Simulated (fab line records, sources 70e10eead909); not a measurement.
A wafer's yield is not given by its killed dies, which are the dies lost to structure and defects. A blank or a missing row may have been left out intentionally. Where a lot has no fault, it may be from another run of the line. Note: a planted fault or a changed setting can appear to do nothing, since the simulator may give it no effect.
fab line records	flow nandHarc
record: lots: 15	wafers: 45	lastDay: 24
route steps=1159 shown P_BONDPAD@368 A_ONON_D1@437 A_CHANNEL_HOLE_D1@450
lots untouched by any fault: they come from a run of this same line in which no faults occurred
startH: the number of hours between the record's first day and the start of the first shown wafer of the lot	waitH: hours elapsed since this lot's preceding step	" same as the row above	L1.1+2: a single row standing in for several wafers	- no value present, or no start provided	* or withheld: withheld	< > ~ a bound
route shown NAME@n: a module of which the file shows steps, and the number in the route of the first	usual: average and standard deviation across the fault-free wafers	same: alike in all rows	chamber/n: place in a boat	sites: the reading at each site	_std_site: standard deviation of those values	_edge_site: outer sites' mean less inner sites'	radiusMm: for every site, how far away it sits from the centre of the wafer	mask NAME#n: copy n	behind: the tool/chamber that last shaped the wafer	hold: what put the lot on hold/how long, in hours/how the hold closed	device: names the non-switching transistor (n, p or np)	end of line: the tests these same wafers got at the end of their route	where a step has no rows: the recipe by itself	killed: dies that structure and defects cost at the first sort, which is not the same as the wafer's yield	map: the dies of a wafer, with x for killed, . for not killed, _ for no die there
set.NAME: the setting the step ran with; set.NAME@STEP: the setting that earlier step ran with	model.NAME: the simulator's own value behind a step, which no gauge read
a sample of lots followed through the steps of the route, with each step as a table and each wafer as a row
services: the hour from which a tool's chamber was out of use, counted from the record's first day as startH (under 0 if before that day), plus the number of hours and why
== steps ==
step: NHARC_P_BONDPAD_ETCH_37
recipe: targetDepthA: 600	overetchA: 180	timeS: 65.91	ionEnergyEv: 200	n2FlowSccm: 150	h2FlowSccm: 150	arFlowSccm: 0	rfW: 400	biasW: 150	chemistry: N2/H2
usual: drypumpMotorCurrentA: 5.7/0.39	oesProductAu: 1.002/0.0092	rfVppV: 430.4/2.5	showerheadPlenumPTorr: 2.04/0.088	throttleValvePct: 14.171/0.0089
lot.wafer	tool	chamber	startH	waitH	drypumpMotorCurrentA	oesProductAu	rfHoursCounterH	rfVppV	showerheadPlenumPTorr	throttleValvePct
L219.2	rieDiel-08	1	143.05	0.1	5.8	1.001	1	433.9	2.18	14.174
L219.1	"	3	"	"	6.2	0.989	1	429.4	2.00	14.179
L219.6	"	0	"	"	5.7	0.982	-	429.6	2.01	14.154
L220.3	rieDiel-08	1	147.10	0.1	5.8	1.004	1	433.8	2.18	14.171
L220.1	"	3	"	"	6.2	0.993	1	429.8	2.00	14.171
L220.5	"	1	"	"	5.8	1.004	-	435.1	2.19	14.180
L222.4	rieDiel-04	2	152.11	0.1	5.7	1.010	8	431.1	2.11	14.182
L222.2	"	0	"	"	5.7	1.008	12	431.1	2.00	14.151
L222.5	"	2	"	"	5.7	1.012	-	430.9	2.11	14.163
L221.2	rieDiel-04	1	152.66	0.1	5.1	1.013	12	426.7	1.95	14.166
L221.3	"	2	"	"	5.7	1.017	8	433.2	2.11	14.177
L221.5	"	0	"	"	5.7	1.008	-	429.9	2.00	14.181
L223.2	rieDiel-08	2	161.54	0.1	5.2	1.002	2	433.7	2.12	14.173
L223.5	"	3	"	"	6.2	0.999	-	430.5	2.00	14.162
L223.6	"	0	"	"	5.7	0.991	-	431.2	2.01	14.173
L224.4	rieDiel-04	2	162.09	0.1	5.7	1.002	15	431.8	2.10	14.154
L224.3	"	3	"	"	6.3	0.984	18	426.4	1.89	14.150
L224.5	"	1	"	"	5.1	1.004	-	428.6	1.95	14.154
L225.4	rieDiel-04	2	172.86	0.1	5.7	1.003	19	431.3	2.10	14.180
L225.1	"	3	"	"	6.2	0.986	22	426.6	1.89	14.171
L225.5	"	1	"	"	5.1	1.008	-	429.5	1.95	14.162
L233.2	rieDiel-04	2	227.50	0.1	5.7	1.013	37	432.7	2.10	14.189
L233.5	"	2	"	"	5.7	1.000	-	432.2	2.09	14.171
L233.4	"	0	"	"	5.7	1.000	-	431.1	1.99	14.180
L234.3	rieDiel-03	0	228.16	0.1	5.7	1.004	1	431.6	2.09	14.163
L234.4	"	1	"	"	4.7	1.021	1	433.8	2.14	14.165
L234.6	"	1	"	"	4.7	1.018	-	433.7	2.14	14.154
L235.4	rieDiel-08	0	233.27	0.1	5.7	0.994	10	430.7	2.01	14.173
L235.2	"	1	"	"	5.8	0.994	10	434.3	2.18	14.172
L235.6	"	3	"	"	6.2	1.012	-	428.9	2.00	14.172
L237.1	rieDiel-08	0	236.30	0.1	5.7	0.998	11	430.2	2.01	14.177
L237.4	"	1	"	"	5.8	0.996	10	433.5	2.18	14.174
L237.3	"	2	"	"	5.1	1.000	10	434.0	2.12	14.168
L238.2	rieDiel-04	0	246.72	0.1	5.7	1.014	43	428.3	1.99	14.173
L238.4	"	3	"	"	6.3	0.990	48	426.7	1.88	14.177
L238.5	"	1	"	"	5.1	1.014	-	427.5	1.94	14.181
L240.2	rieDiel-08	2	253.85	0.1	5.1	1.004	11	431.5	2.11	14.179
L240.6	"	3	"	"	6.2	0.996	-	429.6	2.00	14.167
L240.5	"	0	"	"	5.7	0.987	-	428.6	2.01	14.173
L239.4	rieDiel-04	0	256.27	0.1	5.7	1.015	46	429.1	1.99	14.152
L239.3	"	3	"	"	6.2	1.000	51	427.2	1.88	14.177
L239.5	"	1	"	"	5.1	1.009	-	427.6	1.94	14.161
L242.2	rieDiel-08	0	269.12	0.1	5.7	0.993	14	429.9	2.01	14.164
L242.1	"	1	"	"	5.8	0.995	13	433.9	2.18	14.166
L242.5	"	1	"	"	5.8	0.992	-	434.4	2.18	14.172
step: NHARC_P_BONDPAD_CMP_19
recipe: tOverpolishS: 30	cuRecessTouchS: 16	targetThkNm: 160.81
usual: motorCurrentA: 12.2/1.6	overpolishRunS: 29.999/0.0087
same: cuRecessTouchS: 16
lot.wafer	tool	chamber	startH	waitH	motorCurrentA	overpolishRunS
L219.1	cmp-01	2	145.01	-	9.8	30.004
L219.2	"	1	"	"	14.5	29.990
L219.6	"	3	"	"	12.3	30.000
L220.1	cmp-01	1	149.04	-	14.1	29.993
L220.3	"	3	"	"	12.6	30.003
L220.5	"	2	"	"	9.6	29.996
L222.4	cmp-01	1	154.18	-	13.7	29.996
L222.2	"	3	"	"	12.0	29.989
L222.5	"	1	"	"	14.8	29.992
L221.3	cmp-03	3	154.75	-	13.1	29.987
L221.2	"	1	"	"	13.1	29.984
L221.5	"	3	"	"	11.8	30.023
L223.2	cmp-03	3	163.57	-	12.8	30.005
L223.6	"	0	"	"	9.7	30.004
L223.5	"	1	"	"	12.8	30.007
L224.3	cmp-03	3	164.05	-	12.5	29.980
L224.4	"	0	"	"	9.3	29.997
L224.5	"	0	"	"	9.5	30.000
L225.4	cmp-01	2	174.80	-	10.6	29.998
L225.1	"	1	"	"	14.7	30.000
L225.5	"	2	"	"	10.1	30.009
L233.2	cmp-01	3	230.07	-	12.1	29.992
L233.4	"	1	"	"	15.0	30.004
L233.5	"	3	"	"	12.6	30.006
L234.4	cmp-01	2	230.58	-	10.2	29.999
L234.3	"	0	"	"	11.8	30.021
L234.6	"	2	"	"	9.4	30.009
L235.2	cmp-01	3	235.21	-	12.2	29.998
L235.4	"	0	"	"	12.2	30.013
L235.6	"	3	"	"	11.9	29.994
L237.1	cmp-03	1	238.24	-	12.8	30.004
L237.4	"	3	"	"	12.7	30.001
L237.3	"	0	"	"	9.8	30.005
L238.4	cmp-03	3	248.67	-	11.6	29.998
L238.2	"	1	"	"	13.0	30.003
L238.5	"	0	"	"	9.8	30.015
L240.2	cmp-01	1	255.82	-	14.2	29.986
L240.6	"	0	"	"	11.8	30.009
L240.5	"	1	"	"	14.1	29.994
L239.4	cmp-04	3	258.28	-	13.0	30.007
L239.3	"	0	"	"	13.3	30.011
L239.5	"	2	"	"	11.5	29.986
L242.2	cmp-04	1	271.05	-	11.9	29.985
L242.1	"	2	"	"	11.5	30.015
L242.5	"	2	"	"	11.0	30.001
step: NHARC_A_ONON_D1_THK_MEAS_18
recipe: thkMeasGauge: ellipsometry
usual: thkNm: 997/7.5
lot.wafer	tool	chamber	startH	waitH	thkNm
L219.1	filmMetro-02	-	179.47	-	991
L219.2	"	-	"	"	988
L219.6	"	-	"	"	989
L220.1	filmMetro-01	-	182.93	-	1001
L220.3	"	-	"	"	1003
L220.5	"	-	"	"	1001
L221.2	filmMetro-02	-	188.06	-	1003
L221.3	"	-	"	"	1005
L221.5	"	-	"	"	1004
L222.2	filmMetro-01	-	188.06	-	1005
L222.4	"	-	"	"	1006
L222.5	"	-	"	"	1007
L224.3	filmMetro-01	-	199.16	-	999
L224.4	"	-	"	"	1000
L224.5	"	-	"	"	998
L223.2	filmMetro-02	-	199.16	-	999
L223.5	"	-	"	"	998
L223.6	"	-	"	"	999
L225.1	filmMetro-01	-	208.06	-	997
L225.4	"	-	"	"	999
L225.5	"	-	"	"	1000
L234.3	filmMetro-01	-	265.82	-	1000
L234.4	"	-	"	"	1002
L234.6	"	-	"	"	1001
L233.2	filmMetro-02	-	265.83	-	1008
L233.4	"	-	"	"	1008
L233.5	"	-	"	"	1009
L235.2	filmMetro-02	-	266.15	-	994
L235.4	"	-	"	"	993
L235.6	"	-	"	"	991
L237.1	filmMetro-01	-	278.99	-	1002
L237.3	"	-	"	"	1001
L237.4	"	-	"	"	1001
L238.2	filmMetro-02	-	289.74	-	1011
L238.4	"	-	"	"	1012
L238.5	"	-	"	"	1013
L240.2	filmMetro-02	-	289.77	-	1004
L240.5	"	-	"	"	1006
L240.6	"	-	"	"	1004
L239.3	filmMetro-01	-	290.09	-	989
L239.4	"	-	"	"	988
L239.5	"	-	"	"	989
L242.1	filmMetro-02	-	307.78	-	995
L242.2	"	-	"	"	994
L242.5	"	-	"	"	993
step: NHARC_A_CHANNEL_HOLE_D1_DEP_00
recipe: targetThkA: 31000	tempC: 400	material: aC
usual: throttleValvePct: 35.001/0.0087
lot.wafer	tool	chamber	startH	waitH	throttleValvePct
L219.1	aclDep-01	0	183.11	0.8	34.987
L219.2	"	0	"	"	35.003
L219.6	"	0	184.68	2.4	34.985
L220.1	aclDep-01	0	185.80	0.1	34.992
L220.3	"	0	"	"	35.013
L220.5	"	0	"	"	34.987
L222.2	aclDep-03	0	191.68	0.4	34.987
L222.4	"	0	"	"	35.007
L222.5	"	0	"	"	34.987
L222.2	aclDep-03	0	193.82	1.8	35.006
L222.4	"	0	"	"	34.994
L222.5	"	0	"	"	34.993
L221.2	aclDep-02	0	191.76	0.5	34.999
L221.3	"	0	"	"	34.983
L221.5	"	0	"	"	35.017
L223.2	aclDep-02	0	203.39	0.8	35.011
L223.5	"	0	"	"	35.005
L223.6	"	0	"	"	34.996
L224.3	aclDep-03	0	203.74	0.9	35.003
L224.4	"	0	"	"	35.003
L224.5	"	0	"	"	34.997
L224.3	aclDep-01	0	206.74	2.7	35.009
L224.4	"	0	"	"	34.996
L224.5	"	0	"	"	34.992
L225.1	aclDep-01	0	210.92	0.1	35.003
L225.4	"	0	"	"	35.001
L225.5	"	0	"	"	35.001
L225.1	aclDep-03	0	213.14	1.9	35.006
L225.4	"	0	"	"	35.012
L225.5	"	0	"	"	34.997
L234.3	aclDep-03	0	269.52	0.7	35.000
L234.4	"	0	"	"	35.007
L234.6	"	0	"	"	35.009
L233.2	aclDep-01	0	269.70	0.7	35.008
L233.4	"	0	"	"	34.995
L233.5	"	0	"	"	35.010
L235.2	aclDep-03	0	271.10	2.0	34.985
L235.4	"	0	"	"	35.009
L235.6	"	0	"	"	34.999
L237.1	aclDep-01	0	282.16	0.1	35.018
L237.3	"	0	"	"	34.996
L237.4	"	0	"	"	35.001
L238.2	aclDep-02	0	294.45	1.9	34.998
L238.4	"	0	"	"	35.011
L238.5	"	0	"	"	34.996
L240.2	aclDep-03	0	294.89	2.1	34.999
L240.5	"	0	"	"	34.990
L240.6	"	0	"	"	35.003
L239.3	aclDep-02	0	296.66	3.7	35.003
L239.4	"	0	"	"	34.986
L239.5	"	0	"	"	35.004
L242.1	aclDep-01	0	311.16	0.6	34.997
L242.2	"	0	"	"	34.999
L242.5	"	0	"	"	35.009
== services ==
tool	chamber	startH	hours	kind
rieDiel-08	-	124.80	9.0	pm
aclDep-02	-	126.70	3.5	repair
rieDiel-04	2	141.44	6.3	repair
cmp-03	-	155.95	1.9	repair
cmp-01	-	168.65	2.2	repair
cmp-01	-	179.50	4.0	pm
cmp-01	-	192.90	1.7	repair
rieDiel-04	0	201.75	5.7	repair
rieDiel-08	0	215.45	2.0	repair
rieDiel-04	1	221.44	12.1	repair
rieDiel-08	1	224.33	3.2	repair
aclDep-03	-	225.24	13.0	pm
cmp-03	-	233.19	0.6	repair
cmp-03	-	247.49	1.0	repair
cmp-03	-	255.83	4.0	pm
cmp-01	-	277.50	4.0	pm
cmp-03	-	277.71	1.1	repair
cmp-03	-	284.89	1.5	repair
cmp-01	-	285.82	2.0	repair
cmp-01	-	288.07	1.1	repair
rieDiel-04	-	289.15	9.0	pm
aclDep-01	-	292.26	13.0	pm
cmp-03	-	296.10	4.2	repair
rieDiel-08	-	301.81	9.0	pm
== key ==
firstSign: step: NHARC_A_CHANNEL_HOLE_D1_DEP_00	reading: visit	direction: added
effect none on later readings
metAt NHARC_A_CHANNEL_HOLE_D1_DEP_00
struckLots L222,L224,L225
laterRowsLeftOut L222.2,L222.4,L222.5,L224.3,L224.4,L224.5,L225.1,L225.4,L225.5
sortLeftOut L222.2,L222.4,L222.5,L224.3,L224.4,L224.5,L225.1,L225.4,L225.5
testerLeftOut L222,L224,L225
notActingAt NHARC_P_BONDPAD_ETCH_37,NHARC_P_BONDPAD_CMP_19,NHARC_A_ONON_D1_THK_MEAS_18
fault: kind: repeatedStepWhole	tool: aclDep-01,aclDep-02,aclDep-03	chamber: -	onsetH: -	steps: NHARC_A_CHANNEL_HOLE_D1_DEP_00	times: 1	scope: struckLotsOnly
testerLeftOut: of these lots the tester's yield and bins aren't shown, on N5 and GAA mostly nor the transistor test; their killed dies are dies lost to structure and defects alone, not to doping, threshold or leakage, so they don't give the yield
sortLeftOut: the simulated sort isn't trusted on such a fault, so these wafers' sort isn't shown, and their yield isn't known
laterRowsLeftOut: the simulator's readings of these wafers behind a module that went badly wrong aren't trusted and aren't shown, but for the sort
